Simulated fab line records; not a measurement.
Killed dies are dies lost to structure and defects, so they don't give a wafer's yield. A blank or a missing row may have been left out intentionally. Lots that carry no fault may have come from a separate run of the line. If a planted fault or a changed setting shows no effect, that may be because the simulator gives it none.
Which tool is to blame? / flow nand-harc / 13 lots, 39 wafers sampled, at 5 steps of a route of 1159

## WHAT THE GAUGES SHOWED, per wafer
NHARC_A_ONON_D1_THK_MEAS_34: measures by ellipsometry.
lot=L597; measured=day 8 14:31; on=film-metro-01; thk-nm (nm)=199.6 203.7 203.0
lot=L595; measured=day 8 14:39; on=film-metro-02; thk-nm (nm)=199.3 196.0 201.1
lot=L600; measured=day 9 00:52; on=film-metro-02; thk-nm (nm)=200.8 205.6 199.4
lot=L603; measured=day 9 16:57; on=film-metro-01; thk-nm (nm)=198.4 195.6 197.3
lot=L604; measured=day 10 07:58; on=film-metro-01; thk-nm (nm)=198.7 198.6 199.1
lot=L606; measured=day 11 12:03; on=film-metro-01; thk-nm (nm)=200.8 198.5 203.6
lot=L609; measured=day 11 12:17; on=film-metro-02; thk-nm (nm)=199.4 204.5 201.1
lot=L614; measured=day 12 10:35; on=film-metro-01; thk-nm (nm)=200.7 200.1 202.0
lot=L613; measured=day 12 10:35; on=film-metro-01; thk-nm (nm)=195.3 199.9 199.4
lot=L611; measured=day 12 10:47; on=film-metro-01; thk-nm (nm)=193.7 196.9 201.0
lot=L612; measured=day 12 10:57; on=film-metro-01; thk-nm (nm)=200.6 197.1 200.2
lot=L616; measured=day 13 08:35; on=film-metro-02; thk-nm (nm)=198.8 200.2 201.0
lot=L615; measured=day 13 08:38; on=film-metro-01; thk-nm (nm)=197.7 199.5 200.8

NHARC_A_ONON_D1_INSPECT_32.
lot=L597; measured=day 8 14:35; on=defect-inspect-02; raw-defect-count=145 107 79
lot=L595; measured=day 8 14:43; on=defect-inspect-02; raw-defect-count=64 67 69
lot=L600; measured=day 9 00:57; on=defect-inspect-01; raw-defect-count=78 77 57
lot=L603; measured=day 9 17:01; on=defect-inspect-01; raw-defect-count=98 76 94
lot=L604; measured=day 10 08:03; on=defect-inspect-01; raw-defect-count=57 76 49
lot=L606; measured=day 11 12:08; on=defect-inspect-01; raw-defect-count=75 67 56
lot=L609; measured=day 11 12:23; on=defect-inspect-02; raw-defect-count=39 49 60
lot=L614; measured=day 12 10:40; on=defect-inspect-01; raw-defect-count=91 67 58
lot=L613; measured=day 12 10:39; on=defect-inspect-02; raw-defect-count=79 85 85
lot=L611; measured=day 12 10:53; on=defect-inspect-02; raw-defect-count=44 62 47
lot=L612; measured=day 12 11:01; on=defect-inspect-02; raw-defect-count=73 49 98
lot=L616; measured=day 13 08:40; on=defect-inspect-01; raw-defect-count=47 44 48
lot=L615; measured=day 13 08:44; on=defect-inspect-02; raw-defect-count=47 66 62

NHARC_A_CHANNEL_HOLE_D1_OVL_MEAS_11.
lot=L597; measured=day 8 17:22; on=overlay-01; overlay-x-nm (nm)=-1.3 -1.3 -1.1; overlay-y-nm (nm)=0.5 0.6 0.4
lot=L595; measured=day 8 17:31; on=overlay-02; overlay-x-nm (nm)=0.1 0.1 -0.1; overlay-y-nm (nm)=-0.3 -0.3 0.1
lot=L600; measured=day 9 04:59; on=overlay-01; overlay-x-nm (nm)=0.4 0.2 0.2; overlay-y-nm (nm)=-2.0 -1.1 -1.1
lot=L603; measured=day 9 20:43; on=overlay-01; overlay-x-nm (nm)=-0.7 -0.5 -0.6; overlay-y-nm (nm)=0.3 -0.1 0.2
lot=L604; measured=day 10 12:04; on=overlay-01; overlay-x-nm (nm)=1.2 1.6 1.6; overlay-y-nm (nm)=0.1 0.0 0.6
lot=L606; measured=day 11 17:08; on=overlay-01; overlay-x-nm (nm)=-0.6 0.1 -0.3; overlay-y-nm (nm)=1.0 0.3 2.0
lot=L609; measured=day 11 17:41; on=overlay-02; overlay-x-nm (nm)=0.2 0.0 -0.5; overlay-y-nm (nm)=1.5 1.2 1.5
lot=L614; measured=day 12 13:20; on=overlay-01; overlay-x-nm (nm)=1.6 1.1 1.4; overlay-y-nm (nm)=0.1 0.3 0.2
lot=L613; measured=day 12 13:29; on=overlay-02; overlay-x-nm (nm)=0.1 0.0 0.1; overlay-y-nm (nm)=1.8 1.5 1.6
lot=L611; measured=day 12 14:02; on=overlay-02; overlay-x-nm (nm)=0.2 0.8 0.3; overlay-y-nm (nm)=0.0 0.6 0.3
lot=L612; measured=day 12 15:21; on=overlay-02; overlay-x-nm (nm)=0.0 0.7 0.7; overlay-y-nm (nm)=1.7 1.9 1.3
lot=L616; measured=day 13 12:32; on=overlay-02; overlay-x-nm (nm)=-0.4 -0.6 -0.5; overlay-y-nm (nm)=-0.6 -0.5 -0.8
lot=L615; measured=day 13 14:08; on=overlay-02; overlay-x-nm (nm)=-0.3 0.6 -0.1; overlay-y-nm (nm)=0.6 0.6 0.6

NHARC_END_SORT_01.
lot=L597; measured=day 19 12:20; on=prober-01; killed-at-array=27 26 16; killed-at-other=5 1 6; killed-at-periphery=2 3 4; killed-dies=34 30 26; killed-open=4 4 3; killed-short=3 1 0
lot=L595; measured=day 19 12:20; on=prober-02; killed-at-array=38 32 23; killed-at-other=0 1 0; killed-at-periphery=0 6 2; killed-dies=38 39 25; killed-open=4 5 3; killed-short=4 2 2
lot=L600; measured=day 20 03:54; on=prober-01; killed-at-array=27 16 21; killed-at-other=0 1 2; killed-at-periphery=4 6 4; killed-dies=31 23 27; killed-open=6 6 3; killed-short=1 0 2
lot=L603; measured=day 21 05:56; on=prober-01; killed-at-array=22 26 25; killed-at-other=0 0 1; killed-at-periphery=12 11 3; killed-dies=34 37 29; killed-open=2 2 9; killed-short=3 1 0
lot=L604; measured=day 21 13:43; on=prober-01; killed-at-array=677 674 675; killed-at-other=0 0 0; killed-at-periphery=0 3 2; killed-dies=677 677 677; killed-open=2 4 7; killed-short=0 2 2
lot=L606; measured=day 22 05:23; on=prober-01; killed-at-array=676 677 674; killed-at-other=0 0 0; killed-at-periphery=1 0 3; killed-dies=677 677 677; killed-open=3 1 2; killed-short=1 0 3
lot=L609; measured=day 22 04:52; on=prober-02; killed-at-array=21 28 25; killed-at-other=1 1 1; killed-at-periphery=2 2 2; killed-dies=24 31 28; killed-open=5 1 5; killed-short=2 3 3
lot=L614; measured=day 23 20:45; on=prober-02; killed-at-array=23 16 21; killed-at-other=0 0 0; killed-at-periphery=4 4 6; killed-dies=27 20 27; killed-open=3 2 2; killed-short=4 2 2
lot=L613; measured=day 24 02:55; on=prober-02; killed-at-array=31 28 34; killed-at-other=0 0 0; killed-at-periphery=3 4 3; killed-dies=34 32 37; killed-open=1 3 4; killed-short=0 1 2
lot=L611; measured=day 23 21:09; on=prober-01; killed-at-array=46 44 41; killed-at-other=0 0 0; killed-at-periphery=3 6 7; killed-dies=49 50 48; killed-open=2 2 4; killed-short=1 0 0
lot=L612; measured=day 23 13:19; on=prober-01; killed-at-array=32 21 33; killed-at-other=1 1 0; killed-at-periphery=4 4 2; killed-dies=37 26 35; killed-open=3 3 3; killed-short=7 3 1
lot=L616; measured=day 25 06:25; on=prober-01; killed-at-array=20 25 18; killed-at-other=1 1 1; killed-at-periphery=0 1 1; killed-dies=21 27 20; killed-open=2 4 0; killed-short=2 3 2
lot=L615; measured=day 24 20:11; on=prober-01; killed-at-array=27 28 31; killed-at-other=0 0 0; killed-at-periphery=2 4 2; killed-dies=29 32 33; killed-open=3 2 3; killed-short=1 2 1

## EACH LOT AND THE TOOL THAT RAN IT (in order: tool; ch and the chambers of the sampled wafers; start)
lot=L597; NHARC_A_CHANNEL_HOLE_D1_ETCH_38=rie-diel-05 ch 0,2,3, day 8 17:34
lot=L595; NHARC_A_CHANNEL_HOLE_D1_ETCH_38=rie-diel-10 ch 0,3, day 8 17:42
lot=L600; NHARC_A_CHANNEL_HOLE_D1_ETCH_38=rie-diel-10 ch 0,1, day 9 05:10
lot=L603; NHARC_A_CHANNEL_HOLE_D1_ETCH_38=rie-diel-10 ch 1,2,3, day 9 20:54
lot=L604; NHARC_A_CHANNEL_HOLE_D1_ETCH_38=rie-diel-10 ch 1,2, day 10 12:16
lot=L606; NHARC_A_CHANNEL_HOLE_D1_ETCH_38=rie-diel-10 ch 0,1, day 11 17:19
lot=L609; NHARC_A_CHANNEL_HOLE_D1_ETCH_38=rie-diel-05 ch 0,2,3, day 11 17:53
lot=L614; NHARC_A_CHANNEL_HOLE_D1_ETCH_38=rie-diel-10 ch 1,2,3, day 12 13:34
lot=L613; NHARC_A_CHANNEL_HOLE_D1_ETCH_38=rie-diel-05 ch 1,2,3, day 12 13:41
lot=L611; NHARC_A_CHANNEL_HOLE_D1_ETCH_38=rie-diel-07 ch 0,1, day 12 14:13
lot=L612; NHARC_A_CHANNEL_HOLE_D1_ETCH_38=rie-diel-10 ch 1,2,3, day 12 15:34
lot=L616; NHARC_A_CHANNEL_HOLE_D1_ETCH_38=rie-diel-07 ch 0,1,2, day 13 12:43
lot=L615; NHARC_A_CHANNEL_HOLE_D1_ETCH_38=rie-diel-05 ch 0,1, day 13 14:19
- NHARC_A_CHANNEL_HOLE_D1_ETCH_38: etches the open film in CF4, target depth 39 nm, time 65 s.

## WHAT THE TOOLS THEMSELVES READ (means of the sampled wafers that have a number; where no wafer has one, the mark that the record gives instead)
NHARC_A_CHANNEL_HOLE_D1_ETCH_38.
lot=L597; tool=rie-diel-05; bias-w (W)=100.15; cf4-flow-sccm (sccm)=150.0; drypump-motor-current-A (A)=5.2; oes-product-au (a.u.)=1.007; rf-vpp-V (V)=152.0; showerhead-plenum-p-Torr (Torr)=1.85; throttle-valve-pct (%)=13.284
lot=L595; tool=rie-diel-10; bias-w (W)=100.13; cf4-flow-sccm (sccm)=150.1; drypump-motor-current-A (A)=6.3; oes-product-au (a.u.)=1.000; rf-vpp-V (V)=152.9; showerhead-plenum-p-Torr (Torr)=1.83; throttle-valve-pct (%)=13.287
lot=L600; tool=rie-diel-10; bias-w (W)=99.79; cf4-flow-sccm (sccm)=150.0; drypump-motor-current-A (A)=6.0; oes-product-au (a.u.)=0.986; rf-vpp-V (V)=151.0; showerhead-plenum-p-Torr (Torr)=1.73; throttle-valve-pct (%)=13.290
lot=L603; tool=rie-diel-10; bias-w (W)=99.85; cf4-flow-sccm (sccm)=150.1; drypump-motor-current-A (A)=5.8; oes-product-au (a.u.)=0.985; rf-vpp-V (V)=150.6; showerhead-plenum-p-Torr (Torr)=1.75; throttle-valve-pct (%)=13.282
lot=L604; tool=rie-diel-10; bias-w (W)=-; cf4-flow-sccm (sccm)=-; drypump-motor-current-A (A)=-; oes-product-au (a.u.)=-; rf-vpp-V (V)=-; showerhead-plenum-p-Torr (Torr)=-; throttle-valve-pct (%)=-
lot=L606; tool=rie-diel-10; bias-w (W)=-; cf4-flow-sccm (sccm)=-; drypump-motor-current-A (A)=-; oes-product-au (a.u.)=-; rf-vpp-V (V)=-; showerhead-plenum-p-Torr (Torr)=-; throttle-valve-pct (%)=-
lot=L609; tool=rie-diel-05; bias-w (W)=99.93; cf4-flow-sccm (sccm)=149.9; drypump-motor-current-A (A)=5.3; oes-product-au (a.u.)=0.990; rf-vpp-V (V)=152.9; showerhead-plenum-p-Torr (Torr)=1.85; throttle-valve-pct (%)=13.288
lot=L614; tool=rie-diel-10; bias-w (W)=99.90; cf4-flow-sccm (sccm)=149.8; drypump-motor-current-A (A)=5.7; oes-product-au (a.u.)=0.990; rf-vpp-V (V)=151.6; showerhead-plenum-p-Torr (Torr)=1.75; throttle-valve-pct (%)=13.288
lot=L613; tool=rie-diel-05; bias-w (W)=99.90; cf4-flow-sccm (sccm)=150.2; drypump-motor-current-A (A)=5.2; oes-product-au (a.u.)=0.993; rf-vpp-V (V)=152.0; showerhead-plenum-p-Torr (Torr)=1.81; throttle-valve-pct (%)=13.283
lot=L611; tool=rie-diel-07; bias-w (W)=99.85; cf4-flow-sccm (sccm)=150.0; drypump-motor-current-A (A)=5.3; oes-product-au (a.u.)=0.993; rf-vpp-V (V)=150.6; showerhead-plenum-p-Torr (Torr)=1.70; throttle-valve-pct (%)=13.286
lot=L612; tool=rie-diel-10; bias-w (W)=100.11; cf4-flow-sccm (sccm)=149.7; drypump-motor-current-A (A)=5.8; oes-product-au (a.u.)=0.973; rf-vpp-V (V)=150.3; showerhead-plenum-p-Torr (Torr)=1.75; throttle-valve-pct (%)=13.288
lot=L616; tool=rie-diel-07; bias-w (W)=99.91; cf4-flow-sccm (sccm)=150.3; drypump-motor-current-A (A)=5.3; oes-product-au (a.u.)=0.996; rf-vpp-V (V)=151.1; showerhead-plenum-p-Torr (Torr)=1.74; throttle-valve-pct (%)=13.279
lot=L615; tool=rie-diel-05; bias-w (W)=99.82; cf4-flow-sccm (sccm)=150.0; drypump-motor-current-A (A)=5.4; oes-product-au (a.u.)=0.999; rf-vpp-V (V)=150.7; showerhead-plenum-p-Torr (Torr)=1.74; throttle-valve-pct (%)=13.299

## THE ANSWER, worked out from the rows above alone
Rule: the lots themselves supply what counts as usual. Put in order of their means at a reading, lots are off if they are a third of the lots or fewer, leave a main group of 4 or more, and stand apart from it by a gap of 3 or more times the standard deviation of the main group's means; of several such gaps the widest counts. The tables above print the reading to a certain number of digits; a main group whose means all agree to those digits is not used. A lot without any number at a reading at which 4 lots or more have one is off too. Where the step has rows for the other lots, those lots are counted as sound. After the gauges, taken in route order, come the tools' own readings; for these a lot's mean is taken, as printed above. The first step at which some lot is off is used, and at that step the reading that is off furthest; a lot without a number counts as furthest.
Off: L604, L606 (NHARC_END_SORT_01, killed-at-array). The main group: mean 27, standard deviation 6.5.
If a tool, at a process step before that reading, ran all the lots that are off and no sound lot after the first of them, it fits. Not tried: the gauges at NHARC_END_SORT_01; whatever is off there is also off at NHARC_A_CHANNEL_HOLE_D1_ETCH_38, on other tools, and gauge error can't account for it. None of those tried fits.

## WHAT THE SIMULATOR HAD PUT IN
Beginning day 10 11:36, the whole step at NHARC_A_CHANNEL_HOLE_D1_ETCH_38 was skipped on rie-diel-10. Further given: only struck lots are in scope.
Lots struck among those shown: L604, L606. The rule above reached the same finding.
